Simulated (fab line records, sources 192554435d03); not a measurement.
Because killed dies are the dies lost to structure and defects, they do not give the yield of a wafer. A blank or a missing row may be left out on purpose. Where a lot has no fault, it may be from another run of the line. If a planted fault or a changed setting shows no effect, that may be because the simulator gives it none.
Which tool was responsible? ; flow n5-finfet ; Sampling: 24 lots, 72 wafers, 6 of 1938 route steps

== WHAT THE GAUGES READ, wafer by wafer ==
No reading from a measuring or inspecting step in the record can be judged against a usual standard deviation.

== EACH LOT AND THE TOOL THAT RAN IT (in order: tool; ch and the chambers of the sampled wafers; start) ==
lot;N5_BEOL_M0_DEP_125;N5_BEOL_M1_ETCH_63;N5_BEOL_M1_ETCH_41;N5_BEOL_M1_ANNEAL_82;N5_BEOL_M1_ANNEAL_89;N5_BEOL_M1_SPUTTER_96
L074;pecvd-04 ch 1,2, day 5 21:46;rie-diel-01 ch 1,2,3, day 6 01:04;rie-diel-06 ch 1,2,3, day 6 12:04 or earlier;pvd-sputter-01, day 6 12:04;pvd-sputter-01, day 6 12:31;pvd-sputter-01, day 6 13:19
L076;pecvd-04 ch 0,2, day 6 11:39;rie-diel-01 ch 0,1,3, day 6 14:29;rie-diel-06 ch 0,1, day 7 10:08 or earlier;pvd-sputter-03, day 7 10:08;pvd-sputter-03, day 7 10:34;pvd-sputter-03, day 7 11:22
L075;pecvd-04 ch 0,2, day 6 11:58;rie-diel-04 ch 0,2, day 6 14:40;rie-diel-01 ch 0,1,2, day 7 02:07 or earlier;pvd-sputter-03, day 7 02:07;pvd-sputter-03, day 7 02:34;pvd-sputter-03, day 7 03:22
L077;pecvd-02 ch 0,1,2, day 7 02:04;rie-diel-01 ch 0,1, day 7 05:19;rie-diel-04 ch 1,2,3, day 7 10:14 or earlier;pvd-sputter-01, day 7 10:14;pvd-sputter-01, day 7 10:44;pvd-sputter-01, day 7 11:35
L078;pecvd-04 ch 0,1,2, day 7 03:03;rie-diel-01 ch 1,2,3, day 7 05:36;rie-diel-04 ch 0,3, day 7 13:02 or earlier;pvd-sputter-03, day 7 13:02;pvd-sputter-03, day 7 13:28;pvd-sputter-03, day 7 14:16
L079;pecvd-04 ch 1,2, day 7 06:58;rie-diel-06 ch 0,1,2, day 7 09:14;rie-diel-06 ch 0,1,2, day 7 13:23 or earlier;pvd-sputter-01, day 7 13:23;pvd-sputter-01, day 7 13:50;pvd-sputter-01, day 7 14:38
L080;pecvd-01 ch 0,1,2, day 7 11:53;rie-diel-06 ch 0,1,2, day 7 13:07;rie-diel-01 ch 0,1,2, day 7 23:11 or earlier;pvd-sputter-01, day 7 23:11;pvd-sputter-01, day 7 23:37;pvd-sputter-01, day 8 00:25
L081;pecvd-04 ch 0,1,2, day 7 19:28;rie-diel-04 ch 0,3, day 7 21:57;rie-diel-01 ch 0,1,2, day 8 03:31 or earlier;pvd-sputter-03, day 8 03:31;pvd-sputter-03, day 8 03:58;pvd-sputter-03, day 8 04:46
L082;pecvd-02 ch 0,2, day 8 01:50;rie-diel-04 ch 0,2,3, day 8 03:09;rie-diel-06 ch 1,2,3, day 8 06:47 or earlier;pvd-sputter-02, day 8 06:47;pvd-sputter-02, day 8 07:14;pvd-sputter-02, day 8 08:02
L083;pecvd-01 ch 1,2, day 8 02:06;rie-diel-01 ch 0,2, day 8 03:29;rie-diel-01 ch 0,1,2, day 8 19:10 or earlier;pvd-sputter-01, day 8 19:10;pvd-sputter-01, day 8 19:37;pvd-sputter-01, day 8 20:25
L084;pecvd-02 ch 0,2, day 8 09:17;rie-diel-06 ch 2,3, day 8 11:04;rie-diel-01 ch 1,2,3, day 8 21:38 or earlier;pvd-sputter-03, day 8 21:38;pvd-sputter-03, day 8 22:04;pvd-sputter-03, day 8 22:52
L085;pecvd-04 ch 0,2, day 9 00:47;rie-diel-06 ch 1,3, day 9 01:43;rie-diel-01 ch 0,2,3, day 9 18:57 or earlier;pvd-sputter-03, day 9 18:57;pvd-sputter-03, day 9 19:23;pvd-sputter-03, day 9 20:11
L086;pecvd-01 ch 0,1, day 9 03:08;rie-diel-04 ch 0,2,3, day 9 06:29;rie-diel-01 ch 2,3, day 9 11:32 or earlier;pvd-sputter-01, day 9 11:32;pvd-sputter-01, day 9 11:58;pvd-sputter-01, day 9 12:46
L087;pecvd-01 ch 0,1,2, day 9 08:14;rie-diel-06 ch 0,1,3, day 9 09:05;rie-diel-01 ch 0,3, day 9 13:23 or earlier;pvd-sputter-03, day 9 13:23;pvd-sputter-03, day 9 13:50;pvd-sputter-03, day 9 14:38
L088;pecvd-01 ch 0,1,2, day 9 08:57;rie-diel-06 ch 0,2,3, day 9 12:07;rie-diel-04 ch 1,3, day 9 22:28 or earlier;pvd-sputter-03, day 9 22:28;pvd-sputter-03, day 9 22:55;pvd-sputter-03, day 9 23:43
L089;pecvd-01 ch 1,2, day 9 21:57;rie-diel-06 ch 0,1,2, day 10 01:00;rie-diel-04 ch 0,2,3, day 10 11:25 or earlier;pvd-sputter-02, day 10 11:25;pvd-sputter-02, day 10 11:52;pvd-sputter-02, day 10 12:40
L090;pecvd-04 ch 0,1,2, day 9 23:52;rie-diel-04 ch 1,2,3, day 10 01:49;rie-diel-01 ch 0,1,2, day 10 13:08 or earlier;pvd-sputter-01, day 10 13:08;pvd-sputter-01, day 10 13:34;pvd-sputter-01, day 10 14:22
L091;pecvd-01 ch 1,2, day 10 08:18;rie-diel-06 ch 0,3, day 10 10:18;rie-diel-04 ch 0,3, day 11 07:04 or earlier;pvd-sputter-01, day 11 07:04;pvd-sputter-01, day 11 07:30;pvd-sputter-01, day 11 08:18
L092;pecvd-02 ch 0,1, day 10 13:32;rie-diel-01 ch 2,3, day 10 15:11;rie-diel-06 ch 1,2,3, day 11 08:54 or earlier;pvd-sputter-01, day 11 08:54;pvd-sputter-01, day 11 09:20;pvd-sputter-01, day 11 10:08
L093;pecvd-04 ch 0,1,2, day 10 17:55;rie-diel-06 ch 0,1,2, day 10 21:05;rie-diel-06 ch 0,2,3, day 11 11:41 or earlier;pvd-sputter-02, day 11 11:41;pvd-sputter-02, day 11 12:08;pvd-sputter-02, day 11 12:56
L094;pecvd-04 ch 0,1,2, day 10 22:59;rie-diel-06 ch 2,3, day 11 01:16;rie-diel-04 ch 0,1,2, day 12 00:02 or earlier;pvd-sputter-01, day 12 00:02;pvd-sputter-01, day 12 00:28;pvd-sputter-01, day 12 01:16
L095;pecvd-04 ch 0,1,2, day 11 09:31;rie-diel-06 ch 0,1,3, day 11 11:20;rie-diel-04 ch 0,1,3, day 11 20:22 or earlier;pvd-sputter-03, day 11 20:22;pvd-sputter-03, day 11 20:48;pvd-sputter-03, day 11 21:36
L096;pecvd-04 ch 1,2, day 11 18:34;rie-diel-06 ch 1,2,3, day 11 20:14;rie-diel-04 ch 1,2,3, day 12 06:51 or earlier;pvd-sputter-02, day 12 06:51;pvd-sputter-02, day 12 07:17;pvd-sputter-02, day 12 08:05
L097;pecvd-01 ch 0,1, day 11 20:01;rie-diel-01 ch 0,1,2, day 11 22:44;rie-diel-06 ch 2,3, day 12 08:27 or earlier;pvd-sputter-01, day 12 08:27;pvd-sputter-01, day 12 08:53;pvd-sputter-01, day 12 09:41
- N5_BEOL_M0_DEP_125: deposits SiCN from 3MS/NH3, target thk 8 nm, time 14 s.
- N5_BEOL_M1_ETCH_63: etches SiARC in CF4, target depth 15.6 nm, time 26 s.
- N5_BEOL_M1_ETCH_41: etches SiCN in CH3F/O2, target depth 31.9 nm, time 57.8 s.
- N5_BEOL_M1_ANNEAL_82: time 240 s.
- N5_BEOL_M1_ANNEAL_89: time 240 s.
- N5_BEOL_M1_SPUTTER_96: material Cu, target thk 4.5 nm, time 8.29 s.

== AS READ BY THE TOOLS THEMSELVES (means over the sampled wafers that have a number; for cases with no such wafer, the mark the record gives instead) ==
N5_BEOL_M0_DEP_125.
lot;tool;showerhead-plenum-p-Torr (Torr);throttle-valve-pct (%)
L074;pecvd-04;3.644;9.1
L076;pecvd-04;3.656;8.7
L075;pecvd-04;3.651;8.8
L077;pecvd-02;3.667;9.1
L078;pecvd-04;3.653;9.0
L079;pecvd-04;3.648;8.9
L080;pecvd-01;3.681;9.6
L081;pecvd-04;3.656;8.8
L082;pecvd-02;3.664;8.9
L083;pecvd-01;3.687;9.4
L084;pecvd-02;3.661;9.1
L085;pecvd-04;3.664;9.0
L086;pecvd-01;3.663;9.7
L087;pecvd-01;3.679;9.6
L088;pecvd-01;3.676;9.5
L089;pecvd-01;3.685;9.8
L090;pecvd-04;3.658;9.2
L091;pecvd-01;3.687;9.8
L092;pecvd-02;3.664;8.9
L093;pecvd-04;3.653;9.0
L094;pecvd-04;3.662;8.9
L095;pecvd-04;3.654;9.1
L096;pecvd-04;3.647;9.3
L097;pecvd-01;3.668;9.9

N5_BEOL_M1_ETCH_63.
lot;tool;chamber-pressure-mTorr (mTorr);drypump-motor-current-A (A);etch-rf-on-time-s (s);oes-product-au (a.u.);rf-vpp-V (V);showerhead-plenum-p-Torr (Torr);throttle-valve-pct (%)
L074;rie-diel-01;39.97;5.7;26.1;0.66;183.3;2.12;15.56
L076;rie-diel-01;40.00;5.9;26.1;0.68;183.7;2.16;15.50
L075;rie-diel-04;39.99;5.9;26.0;0.73;183.8;2.15;15.59
L077;rie-diel-01;39.98;6.3;26.0;0.72;184.0;2.17;15.45
L078;rie-diel-01;40.02;5.7;25.9;0.65;183.9;2.12;15.58
L079;rie-diel-06;40.00;5.9;25.7;0.76;184.5;2.17;15.49
L080;rie-diel-06;40.01;5.9;26.0;0.75;184.4;2.17;15.50
L081;rie-diel-04;39.95;5.6;25.7;0.79;185.8;2.21;15.36
L082;rie-diel-04;40.02;5.8;26.2;0.75;184.7;2.18;15.49
L083;rie-diel-01;40.00;5.1;25.8;0.68;183.7;2.10;15.57
L084;rie-diel-06;39.95;5.6;25.9;0.68;183.8;2.09;15.82
L085;rie-diel-06;39.99;5.0;26.5;0.61;183.7;2.07;15.87
L086;rie-diel-04;40.02;5.8;26.1;0.73;184.3;2.17;15.50
L087;rie-diel-06;40.00;5.4;26.3;0.66;182.9;2.12;15.66
L088;rie-diel-06;39.97;6.0;25.5;0.73;184.6;2.14;15.63
L089;rie-diel-06;40.06;5.9;26.0;0.72;184.9;2.17;15.53
L090;rie-diel-04;40.00;6.0;25.9;0.68;184.2;2.16;15.64
L091;rie-diel-06;39.98;5.5;26.6;0.65;183.6;2.08;15.79
L092;rie-diel-01;40.01;5.2;25.9;0.72;183.3;2.09;15.37
L093;rie-diel-06;40.03;6.0;25.8;0.71;184.3;2.16;15.55
L094;rie-diel-06;40.01;5.6;26.5;0.65;182.8;2.08;15.86
L095;rie-diel-06;39.99;5.4;26.8;0.64;184.1;2.11;15.70
L096;rie-diel-06;40.01;5.5;26.1;0.65;183.6;2.11;15.77
L097;rie-diel-01;40.03;5.7;25.8;0.67;184.7;2.13;15.57

N5_BEOL_M1_ETCH_41.
lot;tool;chamber-pressure-mTorr (mTorr);drypump-motor-current-A (A);oes-product-au (a.u.);rf-vpp-V (V);showerhead-plenum-p-Torr (Torr);throttle-valve-pct (%)
L074;rie-diel-06;29.997;5.5;0.72;297.3;1.98;16.58
L076;rie-diel-06;29.999;5.8;0.87;297.2;2.03;16.15
L075;rie-diel-01;29.983;5.7;0.82;297.5;2.00;16.20
L077;rie-diel-04;30.009;6.0;0.83;297.3;2.02;16.30
L078;rie-diel-04;29.997;5.7;0.94;298.3;2.07;16.06
L079;rie-diel-06;29.986;5.9;0.89;297.4;2.03;16.22
L080;rie-diel-01;29.990;5.7;0.81;296.5;2.00;16.22
L081;rie-diel-01;29.982;5.7;0.81;297.3;2.00;16.22
L082;rie-diel-06;30.038;5.5;0.82;297.5;1.98;16.43
L083;rie-diel-01;30.016;5.7;0.81;297.3;2.00;16.23
L084;rie-diel-01;29.991;5.7;0.85;296.6;1.98;16.17
L085;rie-diel-01;30.026;5.3;0.83;296.0;1.98;16.17
L086;rie-diel-01;30.001;5.0;0.82;295.9;1.94;16.23
L087;rie-diel-01;30.000;5.4;0.89;297.0;1.99;16.00
L088;rie-diel-04;29.997;5.9;0.80;299.2;2.07;16.32
L089;rie-diel-04;29.990;5.8;0.85;298.2;2.03;16.22
L090;rie-diel-01;30.001;5.7;0.79;296.8;1.99;16.26
L091;rie-diel-04;30.026;5.7;0.88;298.3;2.06;16.09
L092;rie-diel-06;30.023;5.5;0.77;296.2;1.97;16.47
L093;rie-diel-06;29.992;6.0;0.82;297.3;1.99;16.37
L094;rie-diel-04;30.006;5.8;0.80;299.3;2.05;16.35
L095;rie-diel-04;29.991;5.7;0.84;298.4;2.08;16.21
L096;rie-diel-04;30.029;6.0;0.79;297.3;2.01;16.36
L097;rie-diel-06;29.991;5.6;0.76;296.2;1.94;16.59

N5_BEOL_M1_ANNEAL_82.
lot;tool;heater-power-w (W)
L074;pvd-sputter-01;748
L076;pvd-sputter-03;814
L075;pvd-sputter-03;826
L077;pvd-sputter-01;774
L078;pvd-sputter-03;820
L079;pvd-sputter-01;823
L080;pvd-sputter-01;805
L081;pvd-sputter-03;821
L082;pvd-sputter-02;816
L083;pvd-sputter-01;783
L084;pvd-sputter-03;820
L085;pvd-sputter-03;825
L086;pvd-sputter-01;799
L087;pvd-sputter-03;822
L088;pvd-sputter-03;816
L089;pvd-sputter-02;815
L090;pvd-sputter-01;788
L091;pvd-sputter-01;814
L092;pvd-sputter-01;795
L093;pvd-sputter-02;814
L094;pvd-sputter-01;775
L095;pvd-sputter-03;829
L096;pvd-sputter-02;813
L097;pvd-sputter-01;810

N5_BEOL_M1_ANNEAL_89.
lot;tool;heater-power-w (W)
L074;pvd-sputter-01;756
L076;pvd-sputter-03;828
L075;pvd-sputter-03;835
L077;pvd-sputter-01;782
L078;pvd-sputter-03;839
L079;pvd-sputter-01;807
L080;pvd-sputter-01;808
L081;pvd-sputter-03;815
L082;pvd-sputter-02;824
L083;pvd-sputter-01;765
L084;pvd-sputter-03;824
L085;pvd-sputter-03;817
L086;pvd-sputter-01;804
L087;pvd-sputter-03;824
L088;pvd-sputter-03;826
L089;pvd-sputter-02;819
L090;pvd-sputter-01;782
L091;pvd-sputter-01;805
L092;pvd-sputter-01;788
L093;pvd-sputter-02;814
L094;pvd-sputter-01;777
L095;pvd-sputter-03;828
L096;pvd-sputter-02;802
L097;pvd-sputter-01;810

N5_BEOL_M1_SPUTTER_96.
lot;tool;throttle-valve-pct (%)
L074;pvd-sputter-01;30.1
L076;pvd-sputter-03;31.0
L075;pvd-sputter-03;30.1
L077;pvd-sputter-01;30.6
L078;pvd-sputter-03;31.9
L079;pvd-sputter-01;30.4
L080;pvd-sputter-01;30.3
L081;pvd-sputter-03;30.2
L082;pvd-sputter-02;29.5
L083;pvd-sputter-01;30.6
L084;pvd-sputter-03;30.6
L085;pvd-sputter-03;31.2
L086;pvd-sputter-01;30.5
L087;pvd-sputter-03;31.3
L088;pvd-sputter-03;31.2
L089;pvd-sputter-02;29.6
L090;pvd-sputter-01;30.4
L091;pvd-sputter-01;30.5
L092;pvd-sputter-01;30.7
L093;pvd-sputter-02;29.3
L094;pvd-sputter-01;30.3
L095;pvd-sputter-03;31.1
L096;pvd-sputter-02;29.6
L097;pvd-sputter-01;30.9

== THE ANSWER, worked out from the rows above alone ==
Rule: what is usual is taken from the lots themselves. Put in order of their means at a reading, lots are off if they are a third of the lots or fewer, leave a main group of 4 or more, and stand apart from it by a gap of 3 or more times the standard deviation of the main group's means; of several such gaps the widest counts. If all means in a main group match to the digits the tables above print for the reading, that group is not used. A lot without any number at a reading at which 4 lots or more have one is off too. Any other lot the step has rows for is counted as sound. After the gauges, taken in route order, come the tools' own readings; for these a lot's mean is taken, as printed above. The first step at which some lot is off is used, and at that step the reading that is off furthest; a lot without a number counts as furthest.
No lot is off on any of the readings shown, so nothing can be concluded from this.

== WHAT WAS PUT IN BY THE SIMULATOR ==
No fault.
